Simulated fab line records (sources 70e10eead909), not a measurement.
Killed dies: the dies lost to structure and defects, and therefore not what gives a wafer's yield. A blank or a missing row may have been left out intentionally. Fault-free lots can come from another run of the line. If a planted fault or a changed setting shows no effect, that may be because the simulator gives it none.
Problem report, 8D (eight disciplines) form, completed by code -- flow nand_harc -- the parts of the form that need people (team, actions taken, sign-off) are left out

## 1. THE ISSUE
Wafers with no fault read 30 with a standard deviation of 11, whereas killed_dies at NHARC_END_SORT_01 reads a mean of 78 on 1 wafer of 1 lot. That puts it +4.4 standard deviations away from the usual mean.
First seen on wafer L115.1, day 21 09:46, on prober-02. At this step, 9 wafers from 3 lots have a number in the record. By rule, "out" or "out of limits" means more than 4 standard deviations away from the usual mean. All remaining wafers that have a number are taken as sound.

## 2. WHAT THIS IS AND IS NOT
question,is,is not
which readings at this step,killed_dies,"killed_at_periphery, killed_open, killed_short"
which lots,L115,"L118, L125"
which wafers of those lots,L115.1,"L115.4, L115.5"
read on which gauges,prober-02,prober-01
when,from day 21 09:46,"up to then (0 sound wafers); but 8 sound wafers of L115, L118, L125 came after"

## 3. SUSPECTS, AND WHAT RULES EACH OUT
Counting: if a tool at a process step up to the reading ran every lot that is out, it stays a suspect. Sound lots after the first of them don't rule it out here, since some wafers of a struck lot are sound.
- the gauge at NHARC_END_SORT_01: kept. All the wafers that are out were read on prober-02, and no step on other tools shows them out.
- wet_bench-09 at NHARC_A_STAIRCASE_STRIP_172 (strips in SPM, time 900 s): kept. It ran the lot that is out, L115 (day 13 03:44).
- pecvd-03 at NHARC_A_STAIRCASE_DEP_325 (deposits SiO2, target thk 3800 nm): kept. It ran the lot that is out, L115 (day 15 14:18).
- cmp-02 at NHARC_A_STAIRCASE_CMP_450 (polishes SiO2, target thk 200 nm): kept. It ran the lot that is out, L115 (day 16 03:02).
- pecvd-01 at NHARC_A_SGD_CUT_DEP_00 (deposits SiNx, target thk 50 nm): kept. It ran the lot that is out, L115 (day 16 07:04).
- In cmp-02 at NHARC_A_STAIRCASE_CMP_450, the wafers that are out were processed in chamber 1 and their sound lot-mates in chambers 0, 3.
Left after counting: wet_bench-09 at NHARC_A_STAIRCASE_STRIP_172, pecvd-03 at NHARC_A_STAIRCASE_DEP_325, cmp-02 at NHARC_A_STAIRCASE_CMP_450, pecvd-01 at NHARC_A_SGD_CUT_DEP_00, prober-02 at NHARC_END_SORT_01.

## 4. THE CAUSE (what the simulator had put in)
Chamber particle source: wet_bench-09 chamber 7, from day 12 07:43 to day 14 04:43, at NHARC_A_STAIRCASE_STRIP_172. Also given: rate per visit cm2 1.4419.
Counting left 5 suspects, and this tool is among them.

## 5. THE EFFECT CHAIN, in route order
Each row: a reading whose mean over the struck wafers that have a number lies more than 3 standard deviations from the usual. Only readings whose record carries a usual standard deviation are examined. hours: median over the lots of the time between each lot's start at the first step of this table that gives one and its start at this step. sigmas: the change, counted in usual standard deviations.
hours,step,reading,usual,on struck wafers,change,sigmas
0,NHARC_END_SORT_01,killed_at_array,27,70,+43,+3.9
0,NHARC_END_SORT_01,killed_dies,30,78,+48,+4.4

## 6. HOW IT WOULD HAVE BEEN CAUGHT EARLIER
218 hours passed between the start of the fault at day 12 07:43 and the first reading out of limits at a measuring or inspecting step in this record, taken at day 21 09:46.
By day 21 09:46 the whole set of lots that are out, 1 in number, had already begun NHARC_A_STAIRCASE_STRIP_172 on wet_bench-09. Holding the tool at that point would not have protected any of them.
